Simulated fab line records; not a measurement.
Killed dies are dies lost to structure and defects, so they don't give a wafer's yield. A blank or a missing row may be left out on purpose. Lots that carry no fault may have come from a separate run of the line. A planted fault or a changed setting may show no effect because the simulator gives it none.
What tool caused it? ; flow n5-finfet ; 36 wafers from 12 lots sampled at 4 of the route's 1938 steps

== WHAT THE GAUGES READ, wafer by wafer ==
N5_SD_ACTIVATION_INSPECT_02: inspects for defects (darkfield).
lot;measured;on;raw-defect-count
L435;day 3 11:41;defect-inspect-02;178 207 215
L436;day 3 18:52;defect-inspect-01;180 180 191
L437;day 4 07:08;defect-inspect-01;160 169 183
L441;day 4 23:47;defect-inspect-01;134 166 124
L442;day 5 06:14;defect-inspect-02;141 128 157
L443;day 5 10:34;defect-inspect-02;168 152 182
L446;day 6 07:38;defect-inspect-01;176 205 235
L448;day 6 17:16;defect-inspect-02;177 226 176
L449;day 6 22:59;defect-inspect-02;216 179 149
L454;day 8 03:37;defect-inspect-02;197 192 142
L455;day 8 13:58;defect-inspect-01;184 222 231
L456;day 8 16:31;defect-inspect-01;208 247 278

N5_ILD0_THK_MEAS_04.
lot;measured;on;thk-nm (nm)
L435;day 3 14:57;film-metro-02;198.8 196.6 198.1
L436;day 3 21:34;film-metro-01;198.2 198.0 197.5
L437;day 4 09:50;film-metro-02;198.1 198.2 195.8
L441;day 5 02:29;film-metro-02;198.6 197.5 196.8
L442;day 5 09:17;film-metro-01;197.5 197.7 198.0
L443;day 5 13:38;film-metro-02;197.7 196.9 198.7
L446;day 6 10:20;film-metro-02;198.0 195.3 198.1
L448;day 6 20:50;film-metro-01;197.1 198.1 198.1
L449;day 7 01:41;film-metro-01;197.7 195.5 198.3
L454;day 8 06:49;film-metro-02;196.8 195.2 197.9
L455;day 8 16:44;film-metro-02;196.6 197.9 196.5
L456;day 8 19:14;film-metro-01;196.5 197.5 195.3

N5_SDB_OVL_MEAS_12.
lot;measured;on;SDB_OVL (nm)
L435;day 3 18:55;overlay-02;0.6 -0.4 -0.8
L436;day 4 01:41;overlay-01;-0.6 0.2 -0.8
L437;day 4 13:55;overlay-01;0.1 0.1 -1.0
L441;day 5 06:26;overlay-02;5.1 4.2 4.1
L442;day 5 13:16;overlay-01;6.3 6.0 6.7
L443;day 5 17:53;overlay-01;-0.9 1.4 -0.6
L446;day 6 14:27;overlay-02;0.9 1.0 0.9
L448;day 7 00:55;overlay-01;-0.1 0.2 0.1
L449;day 7 06:26;overlay-02;-0.2 0.1 -0.2
L454;day 8 10:53;overlay-02;0.8 1.0 0.9
L455;day 8 20:41;overlay-01;0.2 1.1 -0.4
L456;day 8 23:11;overlay-02;0.1 0.3 0.5

== WHAT TOOL EACH LOT RAN ON (gives the tool, then ch and the chambers of the sampled wafers, and finally the start) ==
lot;N5_SDB_EXPOSE_08
L435;arfi-scanner-01 ch 0, day 3 18:45
L436;arfi-scanner-03 ch 0, day 4 01:32
L437;arfi-scanner-02 ch 0, day 4 13:46
L441;arfi-scanner-03 ch 0, day 5 06:17
L442;arfi-scanner-03 ch 0, day 5 13:07
L443;arfi-scanner-01 ch 0, day 5 17:44
L446;arfi-scanner-02 ch 0, day 6 14:17
L448;arfi-scanner-02 ch 0, day 7 00:46
L449;arfi-scanner-01 ch 0, day 7 06:17
L454;arfi-scanner-01 ch 0, day 8 10:44
L455;arfi-scanner-01 ch 0, day 8 20:32
L456;arfi-scanner-01 ch 0, day 8 23:02
- N5_SDB_EXPOSE_08: exposes mask SDB.

== AS READ BY THE TOOLS THEMSELVES (means over the sampled wafers that have a number; for cases with no such wafer, the mark the record gives instead) ==
The record holds no such reading with a usual standard deviation.

== THE ANSWER, worked out from the rows above alone ==
Rule: the lots themselves supply what counts as usual. The widest of any qualifying gaps counts: lots, ordered by their means at a reading, are off when they make up no more than a third of the lots, leave a main group of 4 or more, and stand apart from it by 3 or more times the standard deviation of that group's means. A main group is skipped when, at the precision printed for the reading in the tables above, its means are all equal. A lot without any number at a reading at which 4 lots or more have one is off too. All remaining lots with rows at the step are treated as sound. After the gauges, taken in route order, come the tools' own readings; for these a lot's mean is taken, as printed above. At the first step where some lot is off, the reading lying furthest off is the one used; lots without a number count as furthest.
Off: L441, L442, at N5_SDB_OVL_MEAS_12 (SDB_OVL). The main group: mean 0.1 nm, standard deviation 0.44.
If a tool, at a process step before that reading, ran all the lots that are off and no sound lot after the first of them, it fits. The gauges at N5_SDB_OVL_MEAS_12 are tried like those tools. One fits: N5_SDB_EXPOSE_08 on arfi-scanner-03. A fault onset in the window from L436 (day 4 01:32, its last sound lot) to L441 (day 5 06:17, its first lot off) fits.

== WHAT THE SIMULATOR HAD PUT IN ==
Scanner matching overlay: arfi-scanner-03, from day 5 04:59 on, at N5_SDB_EXPOSE_08. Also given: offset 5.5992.
Shown lots that were struck: L441, L442. This agrees with what the rule above found.
